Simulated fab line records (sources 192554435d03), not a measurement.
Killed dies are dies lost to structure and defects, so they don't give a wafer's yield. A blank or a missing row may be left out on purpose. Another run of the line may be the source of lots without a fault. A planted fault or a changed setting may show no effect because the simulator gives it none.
Chamber matching -- flow n5Finfet -- rieDiel-02 running N5_BEOL_M5_ETCH_75: 4 sister chambers
The step etches underlayer in N2/H2, target depth 6.5 nm, time 5.2 s. 24 wafers are shown with their chamber, then 12 later ones without.

== WAFERS, EACH WITH ITS CHAMBER ==
wafer,chamber,drypumpMotorCurrentA (A),throttleValvePct (%),oesProductAu (a.u.)
L074.2,1,6.4,18.20,0.63
L074.3,0,5.4,17.82,0.69
L074.4,2,6.3,17.73,0.85
L075.1,2,6.3,17.74,0.85
L075.2,3,5.7,17.66,0.64
L075.3,0,5.5,17.81,0.69
L078.4,1,6.4,18.21,0.63
L078.5,0,5.4,17.82,0.67
L078.6,2,6.3,17.70,0.82
L080.1,1,6.3,18.23,0.63
L080.3,3,5.7,17.70,0.63
L080.4,0,5.4,17.85,0.69
L081.1,2,6.3,17.77,0.80
L081.2,1,6.4,18.23,0.63
L081.6,2,6.3,17.74,0.81
L082.2,1,6.4,18.22,0.61
L082.4,3,5.7,17.66,0.64
L082.5,0,5.5,17.82,0.68
L084.1,0,5.4,17.84,0.67
L084.5,0,5.5,17.86,0.68
L084.6,3,5.7,17.70,0.63
L087.2,0,5.4,17.86,0.65
L087.3,3,5.7,17.72,0.61
L087.5,2,6.3,17.79,0.77

SIGNATURES (means of the wafers above)
reading,chamber 0,chamber 1,chamber 2,chamber 3,scatter within a chamber
drypumpMotorCurrentA,5.438,6.380,6.300,5.700,0.0366
throttleValvePct,17.8350,18.2180,17.7450,17.6880,0.0238
oesProductAu,0.6775,0.6260,0.8167,0.6300,0.0187
Rule: a wafer's distance from a chamber is the root of the sum, over the readings, of the square of ((its reading less the chamber's mean) divided by the reading's scatter). If the next closest chamber is less than 2 further off than the closest, the wafer can't be placed; otherwise it belongs to the closest. The scatter: the root of (the sum of the squares of (reading less its chamber's mean) over the shown wafers, divided by (wafers less chambers)).

== WAFERS WHOSE CHAMBER IS MISSING ==
wafer,drypumpMotorCurrentA (A),throttleValvePct (%),oesProductAu (a.u.)
L090.2,6.4,18.26,0.61
L090.3,6.3,17.78,0.77
L090.5,6.3,17.78,0.79
L089.2,5.7,17.71,0.61
L089.3,6.4,18.27,0.62
L089.6,6.4,18.24,0.62
L095.2,5.4,17.93,0.64
L095.4,5.7,17.72,0.61
L095.6,5.6,17.71,0.61
L097.2,5.6,17.73,0.60
L097.4,6.3,18.29,0.59
L097.5,6.3,17.79,0.75

== EACH ONE'S CHAMBER ==
wafer,from the rows above,in truth
L090.2,1,1
L090.3,2,2
L090.5,2,2
L089.2,3,3
L089.3,1,1
L089.6,1,1
L095.2,0,0
L095.4,3,3
L095.6,3,3
L097.2,3,3
L097.4,1,1
L097.5,2,2
Correct placement for 12 of the 12. Not placeable from these rows: 0. 0 placed wrongly.
